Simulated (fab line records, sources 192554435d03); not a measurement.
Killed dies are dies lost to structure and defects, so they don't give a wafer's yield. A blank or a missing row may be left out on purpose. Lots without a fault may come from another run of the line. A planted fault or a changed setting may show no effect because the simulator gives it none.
fab line records | flow n5_finfet
record lots=7 wafers=39
route steps=1938 shown BEOL_M13@1659
start_h: hours from the record's first day to the start of the lot's first wafer shown | wait_h: hours since the lot's step before | " the same as in the row above | L1.1+2: a row that stands for several wafers | - no value, or no start given | * or withheld: withheld | < > ~ a bound
route shown NAME@n: a module of which the file shows steps, and the number in the route of the first | usual: mean/standard deviation of fault-free wafers | same: alike in all rows | chamber/n: place in a boat | sites: the reading at each site | _std_site: their standard deviation | _edge_site: outer sites' mean less inner sites' | radius_mm: how far each site lies from the wafer's centre | mask NAME#n: copy n | behind: the tool/chamber that last shaped the wafer | hold: why the lot was held/for how many hours/how that ended | device: the transistor (n, p or np) that didn't switch | end of line: the same wafers' tests at the end of the route | a step without rows: its recipe alone | killed: dies lost to structure and defects at the first sort, not the wafer's yield | map: a wafer's dies, x killed, . not, _ none there
set.NAME: the setting as run; set.NAME@STEP: as run at that earlier step | model.NAME: the simulator's own value behind a step, which no gauge read
lots whose settings were changed on purpose; a table a step, a row a wafer
## steps
# step N5_BEOL_M13_ILD_DEP_00
# recipe material=SiOC target_thk_a=8379.2 temp_c=350 precursor=DEMS/O2 pressure_torr=5 rf_w=500 time_s=166.4
# columns lot.wafer tool chamber start_h wait_h set.target_thk_a model.SiOC_of_BEOL_M13_ILD_DEP_00.thk_nm
L077.1 pecvd-04 0 262.00 0.0 8379.2 824.8
L077.2 " 1 " " 8379.2 836.8
L077.3 " 2 " " 8379.2 839
L077.4 " 2 " " 8379.2 844.4
L077.5 " 1 " " 8379.2 854.6
L077.6 " 0 " " 8379.2 838.4
L079.1 pecvd-03 2 272.25 0.0 8379.2 834.8
L079.2 " 1 " " 8379.2 830.8
L079.3 " 0 " " 4879 465.4
L079.4 " 2 " " 8379.2 841
L079.5 " 0 " " 4879 473.4
L079.6 " 1 " " 4879 482.2
L082.1 pecvd-03 2 283.79 0.0 8379.2 835.6
L082.2 " 1 " " 4704 478.8
L082.3 " 0 " " 8379.2 845.2
L082.4 " 1 " " 4704 487.4
L082.5 " 2 " " 8379.2 850.8
L082.6 " 0 " " 4704 471
L083.1 pecvd-04 2 289.83 0.0 8379.2 813.4
L083.2 " 0 " " 8379.2 808.6
L083.3 " 1 " " 8379.2 821.8
L083.4 " 0 " " 3748 349
L083.5 " 2 " " 3748 362.4
L083.6 " 1 " " 3748 361.4
L087.1 pecvd-03 1 330.80 0.0 10260 1019
L087.2 " 2 " " 8379.2 835.8
L087.3 " 0 " " 8379.2 827.2
L087.4 " 2 " " 10260 1035
L087.5 " 0 " " 8379.2 827.4
L087.6 " 1 " " 10260 1032
L089.1 pecvd-04 2 339.48 0.0 12280 1207
L089.2 " 1 " " 12280 1216
L089.3 " 0 " " 12280 1205
L089.4 " 1 " " 8379.2 841
L089.5 " 0 " " 8379.2 825.8
L089.6 " 2 " " 8379.2 842.4
L097.2 pecvd-01 1 378.55 0.0 8379.2 843.4
L097.4 " 2 " " 8379.2 849
L097.5 " 0 " " 8379.2 842.8
# step N5_BEOL_M13_THK_MEAS_01
# recipe reads=SiOC_of_BEOL_M13_ILD_DEP_00
# usual M13_ILD_THK=832/13
# columns lot.wafer tool chamber start_h wait_h set.target_thk_a@BEOL_M13_ILD_DEP_00 M13_ILD_THK[nm]
L077.1 film_metro-01 - 262.15 0.1 8379.2 825
L077.2 " - " " 8379.2 836
L077.3 " - " " 8379.2 839
L077.4 " - " " 8379.2 845
L077.5 " - " " 8379.2 856
L077.6 " - " " 8379.2 838
L079.1 film_metro-01 - 272.40 0.1 8379.2 835
L079.2 " - " " 8379.2 831
L079.3 " - " " 4879 465
L079.4 " - " " 8379.2 842
L079.5 " - " " 4879 474
L079.6 " - " " 4879 482
L082.1 film_metro-01 - 283.96 0.1 8379.2 836
L082.2 " - " " 4704 479
L082.3 " - " " 8379.2 845
L082.4 " - " " 4704 488
L082.5 " - " " 8379.2 851
L082.6 " - " " 4704 471
L083.1 film_metro-01 - 289.98 0.1 8379.2 814
L083.2 " - " " 8379.2 809
L083.3 " - " " 8379.2 821
L083.4 " - " " 3748 349
L083.5 " - " " 3748 362
L083.6 " - " " 3748 361
L087.1 film_metro-02 - 330.96 0.1 10260 1020
L087.2 " - " " 8379.2 835
L087.3 " - " " 8379.2 827
L087.4 " - " " 10260 1035
L087.5 " - " " 8379.2 827
L087.6 " - " " 10260 1032
L089.1 film_metro-01 - 339.63 0.1 12280 1207
L089.2 " - " " 12280 1216
L089.3 " - " " 12280 1205
L089.4 " - " " 8379.2 842
L089.5 " - " " 8379.2 826
L089.6 " - " " 8379.2 842
L097.2 film_metro-01 - 378.70 0.1 8379.2 843
L097.4 " - " " 8379.2 850
L097.5 " - " " 8379.2 843
# step N5_BEOL_M13_COAT_58
# recipe resist=BARC temp_c=205 time_s=60 spin_rpm=1500 resist_thk_nm=89
# step N5_BEOL_M13_COAT_04
# recipe spin_rpm=1625 resist_thk_nm=400
# step N5_BEOL_M13_DESCUM_15
# recipe chemistry=O2 time_s=7.9 source_power_w=50 bias_power_w=20 pressure_mtorr=20 rf_frequency_hz=2.712e+07 temp_c=40 o2_flow_sccm=225
# step N5_BEOL_M13_ETCH_59
# recipe chemistry=N2/H2 target=BARC target_depth_a=890 overetch_a=267 time_s=67.9 ion_energy_ev=200 pressure_mtorr=30 source_w=840 bias_w=150 n2_flow_sccm=200 h2_flow_sccm=200
# step N5_BEOL_M13_VIA_ETCH_16
# recipe chemistry=C4F8/O2/Ar target=SiOC pressure_mtorr=30 source_w=3000 bias_w=700 Ar_flow_sccm=400 C4F8_flow_sccm=15 O2_flow_sccm=8 he_inner_torr=15 he_outer_torr=30 target_depth_a=9217 time_s=withheld ion_energy_ev=250 ends=cleared
# columns lot.wafer tool chamber start_h wait_h set.target_thk_a@BEOL_M13_ILD_DEP_00 model.etch.depth_nm model.coat_of_BEOL_M13_COAT_04.thk_nm
L077.1 rie_diel-03 1 262.75 0.0 8379.2 824.9 73.4
L077.2 " 3 " " 8379.2 836.8 73.6
L077.3 " 0 " " 8379.2 839 68.6
L077.4 " 2 " " 8379.2 844.3 68.6
L077.5 " 3 " " 8379.2 854.7 68.8
L077.6 " 0 " " 8379.2 838.4 68
L079.1 rie_diel-03 2 272.88 0.0 8379.2 834.8 75
L079.2 " 3 " " 8379.2 830.7 78.6
L079.3 " 0 " " 4879 465.5 181.4
L079.4 " 1 " " 8379.2 841.1 70.8
L079.5 " 2 " " 4879 473.3 180.6
L079.6 " 3 " " 4879 482.3 181.2
L082.1 rie_diel-06 2 284.43 0.0 8379.2 835.7 78.4
L082.2 " 0 " " 4704 478.8 175.4
L082.3 " 1 " " 8379.2 845.1 67.4
L082.4 " 3 " " 4704 487.5 176.6
L082.5 " 1 " " 8379.2 850.8 65.4
L082.6 " 2 " " 4704 471 184.8
L083.1 rie_diel-02 2 290.46 0.0 8379.2 813.4 79
L083.2 " 3 " " 8379.2 808.6 79
L083.3 " 0 " " 8379.2 821.7 78.4
L083.4 " 1 " " 3748 349.1 218
L083.5 " 0 " " 3748 362.3 213
L083.6 " 1 " " 3748 361.5 213.8
L087.1 rie_diel-02 1 331.62 0.0 10260 1019 19.4
L087.2 " 0 " " 8379.2 835.8 69.8
L087.3 " 3 " " 8379.2 827.3 72.6
L087.4 " 2 " " 10260 1035 14
L087.5 " 3 " " 8379.2 827.4 73
L087.6 " 0 " " 10260 1032 14
L089.1 rie_diel-03 3 340.11 0.0 12280 1207 0
L089.2 " 0 " " 12280 1216 0
L089.3 " 1 " " 12280 1205 0
L089.4 " 2 " " 8379.2 840.9 72.8
L089.5 " 1 " " 8379.2 825.8 74.2
L089.6 " 0 " " 8379.2 842.4 67.2
L097.2 rie_diel-02 2 379.65 0.0 8379.2 843.4 71.2
L097.4 " 1 " " 8379.2 849.1 70.2
L097.5 " 3 " " 8379.2 842.9 69.4
# step N5_BEOL_M13_STRIP_63
# recipe chemistry=N2/H2 power_w=1000 temp_c=250 h2_frac=0.65 overash_fraction=0.3 pressure_mtorr=1000 n2_flow_sccm=1750 h2_flow_sccm=3250
# usual oes_product_au=0.676/0.0051 strip_time_to_endpoint_s=28.9/1.4
# columns lot.wafer tool chamber start_h wait_h set.target_thk_a@BEOL_M13_ILD_DEP_00 oes_product_au strip_time_to_endpoint_s
L077.1 plasma_asher-02 0 262.99 - 8379.2 0.671 28.6
L077.2 " 1 " " 8379.2 0.669 28.7
L077.3 " 1 " " 8379.2 0.679 27.2
L077.4 " 0 " " 8379.2 0.672 27.3
L077.5 " 0 " " 8379.2 0.678 27.3
L077.6 " 1 " " 8379.2 0.675 27.1
L079.1 plasma_asher-02 1 273.11 - 8379.2 0.677 29.1
L079.2 " 0 " " 8379.2 0.674 30.1
L079.3 " 0 " " 4879 0.730 57.8
L079.4 " 1 " " 8379.2 0.674 27.9
L079.5 " 0 " " 4879 0.731 57.7
L079.6 " 1 " " 4879 0.725 57.8
L082.1 plasma_asher-02 0 284.67 - 8379.2 0.677 30.1
L082.2 " 1 " " 4704 0.712 56.3
L082.3 " 0 " " 8379.2 0.673 26.9
L082.4 " 1 " " 4704 0.719 56.6
L082.5 " 1 " " 8379.2 0.668 26.3
L082.6 " 0 " " 4704 0.732 58.7
L083.1 plasma_asher-02 1 290.69 - 8379.2 0.685 30.3
L083.2 " 0 " " 8379.2 0.676 30.3
L083.3 " 1 " " 8379.2 0.679 30.1
L083.4 " 0 " " 3748 0.815 67.2
L083.5 " 0 " " 3748 0.815 66.0
L083.6 " 1 " " 3748 0.808 66.2
L087.1 plasma_asher-02 1 331.86 - 10260 0.551 11.3
L087.2 " 0 " " 8379.2 0.668 27.6
L087.3 " 1 " " 8379.2 0.681 28.4
L087.4 " 0 " " 10260 0.471 9.2
L087.5 " 1 " " 8379.2 0.673 28.5
L087.6 " 0 " " 10260 0.479 9.2
L089.1 plasma_asher-01 0 340.34 - 12280 0.229 0.0
L089.2 " 1 " " 12280 0.229 0.0
L089.3 " 1 " " 12280 0.237 0.0
L089.4 " 0 " " 8379.2 0.669 28.5
L089.5 " 1 " " 8379.2 0.680 28.9
L089.6 " 0 " " 8379.2 0.672 26.9
L097.2 plasma_asher-02 1 379.89 - 8379.2 0.670 28.0
L097.4 " 0 " " 8379.2 0.668 27.7
L097.5 " 0 " " 8379.2 0.660 27.5
# step N5_BEOL_M13_TRENCH_ETCH_34
# recipe chemistry=C4F8/O2/Ar target=SiOC target_depth_a=4134.7 mask_material=SOC pressure_mtorr=30 source_w=3000 bias_w=700 Ar_flow_sccm=400 C4F8_flow_sccm=15 O2_flow_sccm=8 he_inner_torr=15 he_outer_torr=30 time_s=162.6 ion_energy_ev=250
# columns lot.wafer tool chamber start_h wait_h set.target_depth_a model.etch.depth_nm
L077.1 rie_diel-03 2 264.14 0.0 4134.7 420
L077.2 " 1 " " 4134.7 416.7
L077.3 " 0 " " 4134.7 408.6
L077.4 " 3 " " 4134.7 404.1
L077.5 " 1 " " 4134.7 412.8
L077.6 " 2 " " 4134.7 415.2
L079.1 rie_diel-06 0 274.30 0.0 2694 275.9
L079.2 " 3 " " 4134.7 429.2
L079.3 " 2 " " 4134.7 403.5
L079.4 " 0 " " 2694 273.8
L079.5 " 3 " " 4134.7 428.1
L079.6 " 2 " " 2694 264.8
L082.1 rie_diel-02 3 285.73 0.0 4134.7 407.9
L082.2 " 0 " " 4134.7 402.6
L082.3 " 2 " " 4134.7 410.8
L082.4 " 1 " " 4134.7 398.5
L082.5 " 1 " " 4134.7 404.8
L082.6 " 2 " " 4134.7 414.5
L083.1 rie_diel-06 1 291.93 0.0 3224 330.6
L083.2 " 0 " " 4134.7 424.2
L083.3 " 3 " " 4134.7 430
L083.4 " 2 " " 3224 317
L083.5 " 0 " " 4134.7 422.7
L083.6 " 3 " " 3224 335.3
L087.1 rie_diel-03 2 333.10 0.0 4134.7 420.3
L087.2 " 0 " " 4134.7 409.7
L087.3 " 3 " " 4134.7 418.5
L087.4 " 1 " " 4134.7 416.6
L087.5 " 1 " " 4134.7 415.9
L087.6 " 0 " " 4134.7 415.1
L089.1 rie_diel-06 3 341.37 0.0 4134.7 423.8
L089.2 " 0 " " 4134.7 419.6
L089.3 " 1 " " 4134.7 421.5
L089.4 " 2 " " 4134.7 393.3
L089.5 " 3 " " 4134.7 422
L089.6 " 2 " " 4134.7 396.7
L097.2 rie_diel-03 2 381.68 0.0 4134.7 421.8
L097.4 " 3 " " 4134.7 426.8
L097.5 " 0 " " 4134.7 410.2
# step N5_BEOL_M13_STRIP_70
# recipe chemistry=C4F8/O2/Ar resist=SiARC rf_frequency_hz=6e+07
# step N5_BEOL_M13_ECD_47
# recipe material=Cu target_thk_a=9360
# step N5_BEOL_M13_ANNEAL_48
# recipe temp_c=225 time_s=90 ambient=N2
# step N5_BEOL_M13_CMP_49
# recipe stop_on=SiOC t_overpolish_s=17.1 down_force_psi=1 platen_rpm=50 clearing_platen_down_force_psi=1.5 clearing_platen_rpm=50 post_cmp_clean=cu_alkaline target_thk_nm=420 clearing_platen_pad_velocity_m_s=0.99484 pad_velocity_m_s=0.99484
# columns lot.wafer tool chamber start_h wait_h set.target_depth_a@BEOL_M13_TRENCH_ETCH_34 model.Cu_of_BEOL_M13_ECD_47.thk_nm
L077.3 cmp-01 2 266.48 0.2 4134.7 415.4
L077.4 " 3 " " 4134.7 411.8
L077.1 " 0 " " 4134.7 426.8
L077.2 " 1 " " 4134.7 422
L077.6 " 2 " " 4134.7 421.6
L077.5 " 3 " " 4134.7 419.6
L079.4 cmp-03 0 276.16 0.1 2694 283.2
L079.2 " 1 " " 4134.7 435.8
L079.1 " 2 " " 2694 283.4
L079.3 " 3 " " 4134.7 407.4
L079.5 " 0 " " 4134.7 437.6
L079.6 " 1 " " 2694 270.6
L082.2 cmp-02 1 288.90 0.2 4134.7 407.4
L082.3 " 2 " " 4134.7 414.6
L082.1 " 3 " " 4134.7 412.6
L082.4 " 0 " " 4134.7 404
L082.6 " 1 " " 4134.7 420.4
L082.5 " 2 " " 4134.7 407.2
L083.3 cmp-03 0 297.07 0.2 4134.7 440.2
L083.2 " 1 " " 4134.7 430.4
L083.1 " 2 " " 3224 337.8
L083.4 " 3 " " 3224 320.8
L083.6 " 0 " " 3224 343.6
L083.5 " 1 " " 4134.7 429.2
L087.4 cmp-03 1 339.23 0.1 4134.7 422
L087.2 " 2 " " 4134.7 416.2
L087.1 " 3 " " 4134.7 425.8
L087.3 " 0 " " 4134.7 427.8
L087.5 " 1 " " 4134.7 422.8
L087.6 " 2 " " 4134.7 424.2
L089.4 cmp-01 3 344.03 0.1 4134.7 400.6
L089.3 " 0 " " 4134.7 427.6
L089.1 " 1 " " 4134.7 431.2
L089.2 " 2 " " 4134.7 426.6
L089.5 " 3 " " 4134.7 428.4
L089.6 " 0 " " 4134.7 404.6
L097.2 cmp-03 1 385.16 0.2 4134.7 429.4
L097.4 " 2 " " 4134.7 435.6
L097.5 " 1 " " 4134.7 418.2
## key
split step=N5_BEOL_M13_ILD_DEP_00 setting=target_thk_a stated=8379.2 by=wafer
response step=N5_BEOL_M13_ILD_DEP_00 reading=model.SiOC_of_BEOL_M13_ILD_DEP_00.thk_nm change=+8.32 per=1% r=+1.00
response step=N5_BEOL_M13_THK_MEAS_01 reading=M13_ILD_THK change=+8.33 per=1% r=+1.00
response step=N5_BEOL_M13_VIA_ETCH_16 reading=model.etch.depth_nm change=+8.32 per=1% r=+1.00
response step=N5_BEOL_M13_VIA_ETCH_16 reading=model.coat_of_BEOL_M13_COAT_04.thk_nm change=-2.27 per=1% r=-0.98
response step=N5_BEOL_M13_STRIP_63 reading=oes_product_au shape=bent at_lowest=0.813 at_stated=0.674 at_highest=0.232
response step=N5_BEOL_M13_STRIP_63 reading=strip_time_to_endpoint_s shape=bent at_lowest=* at_stated=* at_highest=*
split step=N5_BEOL_M13_TRENCH_ETCH_34 setting=target_depth_a stated=4134.7 by=wafer
response step=N5_BEOL_M13_TRENCH_ETCH_34 reading=model.etch.depth_nm change=+4.32 per=1% r=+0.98
response step=N5_BEOL_M13_CMP_49 reading=model.Cu_of_BEOL_M13_ECD_47.thk_nm change=+4.32 per=1% r=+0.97
